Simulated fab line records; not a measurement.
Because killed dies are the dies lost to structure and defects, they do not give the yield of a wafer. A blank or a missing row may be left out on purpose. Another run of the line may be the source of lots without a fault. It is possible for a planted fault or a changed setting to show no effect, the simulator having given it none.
A single fault, viewed from 2 desks | flow n5-finfet | every desk sees just its own numbers, and what lay behind them comes last

== AT THE METROLOGY DESK ==
Lot by lot, what the gauges showed, no matter which tool ran the lot: averages of those sampled wafers that carry a number. A lot is out of limits, marked OUT, if its mean lies more than 4 standard deviations from the usual mean; the brackets give that distance.
Columns: A = M10_ILD_THK at N5_BEOL_M10_THK_MEAS_01, usual 267 nm
lot  | first seen here | A
L815 | day 10 00:27    | 267
L817 | day 10 15:40    | 267
L818 | day 10 18:31    | 271
L816 | day 11 05:07    | 270
L819 | day 11 11:08    | 268
L822 | day 12 17:02    | 268
L824 | day 12 18:12    | 270
L825 | day 13 16:44    | 264
L831 | day 14 10:07    | 269
L833 | day 15 00:58    | 264
L838 | day 17 05:06    | 265
Finding of this desk: none of the 11 lots has anything out of limits.

== AT THE TOOL OWNER'S DESK: cvd-co-02 ==
The tool's own readings at N5_BEOL_M9_CVD_78 (deposits Co from CCTBA/H2, target thk 2 nm, time 138.9 s): means of the sampled wafers that have a number, for each lot that ran on this tool. A lot is out of limits, marked OUT, if its mean lies more than 4 standard deviations from the usual mean; the brackets give that distance.
Columns: A = run-length-s at N5_BEOL_M9_CVD_78, usual 161.6 s
lot  | first seen here | A
L815 | day 9 20:14     | 162.0
L818 | day 10 14:26    | 161.8
L816 | day 11 02:48    | 161.6
L825 | day 13 14:50    | 161.9
L831 | day 14 08:21    | 131.1 (-52) OUT
L833 | day 14 22:44    | 100.2 (-99 or more) OUT
This desk finds L831, L833 out of limits, L831 being first, at day 14 08:21 (run-length-s at N5_BEOL_M9_CVD_78). L815, L818, L816, L825: within limits.

== PUT TOGETHER ==
On L831, L833, at day 14 08:21, an alarm was possible from the tool owner's desk.
Metrology desk: nothing out of limits seen.
The metrology desk has L831, L833 on record, within its limits.
The lots listed all ran N5_BEOL_M9_CVD_78 on cvd-co-02.

== WHAT THE SIMULATOR PUT IN ==
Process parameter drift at N5_BEOL_M9_CVD_78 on cvd-co-02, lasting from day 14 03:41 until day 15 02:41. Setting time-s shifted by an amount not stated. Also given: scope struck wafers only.
Struck lots among those shown: L831, L833.
Each desk's first reading out of limits, in hours after the fault started: the tool owner's desk, 5.
